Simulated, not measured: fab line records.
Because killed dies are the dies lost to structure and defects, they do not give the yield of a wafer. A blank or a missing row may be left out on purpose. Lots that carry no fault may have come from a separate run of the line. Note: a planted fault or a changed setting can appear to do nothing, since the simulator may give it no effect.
2 desks, one fault ; flow nand_harc ; what lay behind the numbers comes last; until then each desk has only its own

## THE DEFECT DESK
Lot by lot, what the route's inspections counted, given as the mean of those sampled wafers with a number. If a lot's mean is further than 4 standard deviations from the usual mean, the lot is out of limits and carries the mark OUT (the distance appears in the brackets).
Columns: A = raw_defect_count at NHARC_A_CHANNEL_HOLE_D1_INSPECT_40, usual 73
lot;first seen here;A
L800;day 8 22:22;46
L802;day 9 12:14;91
L804;day 10 05:19;48
L803;day 10 09:22;87
L811;day 13 08:30;476 (+14) OUT
L817;day 16 09:35;80
L818;day 16 12:14;87
L819;day 17 00:54;74
L820;day 17 14:14;60
L822;day 17 19:57;39
L821;day 17 22:02;65
This desk's finding: out of limits on L811; first on L811, day 13 08:30 (raw_defect_count at NHARC_A_CHANNEL_HOLE_D1_INSPECT_40). L800, L802, L804, L803, L817, L818, L819, L820, L822, L821 stayed within limits.

## THE TOOL OWNER'S DESK: rie_diel-10
The tool's own readings at NHARC_A_CHANNEL_HOLE_D1_STRIP_27 (strips in O2): means of the sampled wafers that have a number, for each lot that ran on this tool. If a lot's mean is further than 4 standard deviations from the usual mean, the lot is out of limits and carries the mark OUT (the distance appears in the brackets).
Columns: A = drypump_motor_current_A at NHARC_A_CHANNEL_HOLE_D1_STRIP_27, usual 5.9 A; B = oes_product_au at NHARC_A_CHANNEL_HOLE_D1_STRIP_27, usual 1.006 a.u.; C = rf_vpp_V at NHARC_A_CHANNEL_HOLE_D1_STRIP_27, usual 57.4 V; D = showerhead_plenum_p_Torr at NHARC_A_CHANNEL_HOLE_D1_STRIP_27, usual 3.40 Torr; E = throttle_valve_pct at NHARC_A_CHANNEL_HOLE_D1_STRIP_27, usual 17.036 %
lot;first seen here;A;B;C;D;E
L800;day 8 21:32;5.9;1.013;56.6;3.38;17.031
L803;day 10 08:31;5.9;1.017;57.8;3.39;17.032
L811;day 13 07:34;6.1;1.007;57.7;3.38;17.027
L817;day 16 08:42;5.6;1.007;57.5;3.34;17.034
L818;day 16 11:27;5.7;0.996;57.4;3.36;17.034
L819;day 17 00:01;5.9;0.991;57.4;3.37;17.037
L820;day 17 13:22;5.9;1.007;57.6;3.37;17.042
L822;day 17 19:07;6.2;1.013;57.8;3.41;17.038
L821;day 17 21:10;6.1;1.007;56.2;3.38;17.041
This desk found nothing out of limits on any of the 9 lots.

## ALL TOGETHER
The defect desk could have raised an alarm at day 13 08:30, on L811.
The tool owner's desk saw nothing out of limits.
The tool owner's desk has L811 on record, within its limits.
The lots listed all ran NHARC_A_CHANNEL_HOLE_D1_STRIP_27 on rie_diel-10.

## WHAT WAS PUT IN BY THE SIMULATOR
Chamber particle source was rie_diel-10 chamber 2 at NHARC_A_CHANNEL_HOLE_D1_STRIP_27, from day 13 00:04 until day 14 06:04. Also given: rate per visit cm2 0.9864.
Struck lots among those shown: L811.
Hours from the fault's start to each desk's first reading out of limits: the defect desk, 8.
